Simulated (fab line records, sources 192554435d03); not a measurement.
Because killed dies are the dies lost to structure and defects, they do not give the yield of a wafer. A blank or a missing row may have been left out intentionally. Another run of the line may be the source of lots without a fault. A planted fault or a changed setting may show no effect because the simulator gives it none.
Matching of chambers | flow n5 finfet | N5_BEOL_M0_CUTY_ETCH_62 on rie diel-02 has 4 sister chambers
The step etches SiARC in CF4, time 58.5 s. 22 wafers are shown with their chamber, then 11 later ones without.

## WAFERS WITH THEIR CHAMBER
wafer  | chamber | drypump motor current A (A) | showerhead plenum p Torr (Torr) | throttle valve pct (%)
L076.1 | 2       | 5.7                         | 2.25                            | 15.37
L076.3 | 0       | 5.8                         | 2.19                            | 15.28
L076.4 | 3       | 4.8                         | 2.08                            | 15.65
L078.1 | 1       | 5.6                         | 2.18                            | 15.34
L078.2 | 0       | 5.8                         | 2.19                            | 15.27
L078.4 | 3       | 4.8                         | 2.08                            | 15.67
L083.1 | 2       | 5.8                         | 2.24                            | 15.41
L083.2 | 1       | 5.6                         | 2.18                            | 15.38
L083.5 | 0       | 5.8                         | 2.18                            | 15.28
L085.2 | 2       | 5.7                         | 2.24                            | 15.42
L085.5 | 3       | 4.7                         | 2.08                            | 15.71
L085.6 | 2       | 5.7                         | 2.24                            | 15.41
L087.3 | 2       | 5.7                         | 2.24                            | 15.42
L087.4 | 3       | 4.7                         | 2.08                            | 15.71
L087.6 | 1       | 5.6                         | 2.17                            | 15.39
L088.3 | 0       | 5.8                         | 2.18                            | 15.32
L088.5 | 2       | 5.7                         | 2.24                            | 15.44
L088.6 | 1       | 5.6                         | 2.17                            | 15.40
L089.4 | 2       | 5.7                         | 2.24                            | 15.43
L089.5 | 0       | 5.8                         | 2.18                            | 15.33
L089.6 | 1       | 5.6                         | 2.17                            | 15.41
L090.3 | 1       | 5.6                         | 2.17                            | 15.38

SIGNATURES (means of the wafers above)
reading                  | chamber 0 | chamber 1 | chamber 2 | chamber 3 | scatter within a chamber
drypump motor current A  | 5.800     | 5.600     | 5.714     | 4.750     | 0.0321
showerhead plenum p Torr | 2.1840    | 2.1733    | 2.2414    | 2.0800    | 0.00434
throttle valve pct       | 15.2960   | 15.3833   | 15.4143   | 15.6850   | 0.0253
Rule: for a wafer and a chamber, the distance is found by dividing, reading by reading, the gap between the wafer's reading and the chamber's mean by the reading's scatter, squaring, summing and taking the root. The wafer belongs to the nearest chamber; if the next one is less than 2 further off, it can't be placed. The scatter: the root of (the sum of the squares of (reading less its chamber's mean) over the shown wafers, divided by (wafers less chambers)).

## WAFERS WITHOUT THEIR CHAMBER
wafer  | drypump motor current A (A) | showerhead plenum p Torr (Torr) | throttle valve pct (%)
L090.5 | 5.6                         | 2.17                            | 15.41
L090.6 | 5.8                         | 2.18                            | 15.33
L094.1 | 4.7                         | 2.07                            | 15.74
L094.2 | 5.8                         | 2.18                            | 15.34
L094.6 | 5.8                         | 2.18                            | 15.36
L096.1 | 4.8                         | 2.07                            | 15.75
L096.2 | 5.8                         | 2.18                            | 15.35
L096.6 | 5.8                         | 2.17                            | 15.35
L097.1 | 5.6                         | 2.17                            | 15.44
L097.3 | 5.8                         | 2.17                            | 15.37
L097.5 | 5.6                         | 2.17                            | 15.44

## EACH ONE'S CHAMBER
wafer  | from the rows above     | in truth
L090.5 | 1                       | 1
L090.6 | 0                       | 0
L094.1 | 3                       | 3
L094.2 | 0                       | 0
L094.6 | 0                       | 0
L096.1 | 3                       | 3
L096.2 | 0                       | 0
L096.6 | 0                       | 0
L097.1 | 1                       | 1
L097.3 | can't be placed: 0 or 1 | 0
L097.5 | 1                       | 1
Correct placement for 10 of the 11. From these rows, 1 cannot be placed; in 1 the true chamber is one of the candidates. Placed wrongly: 0.
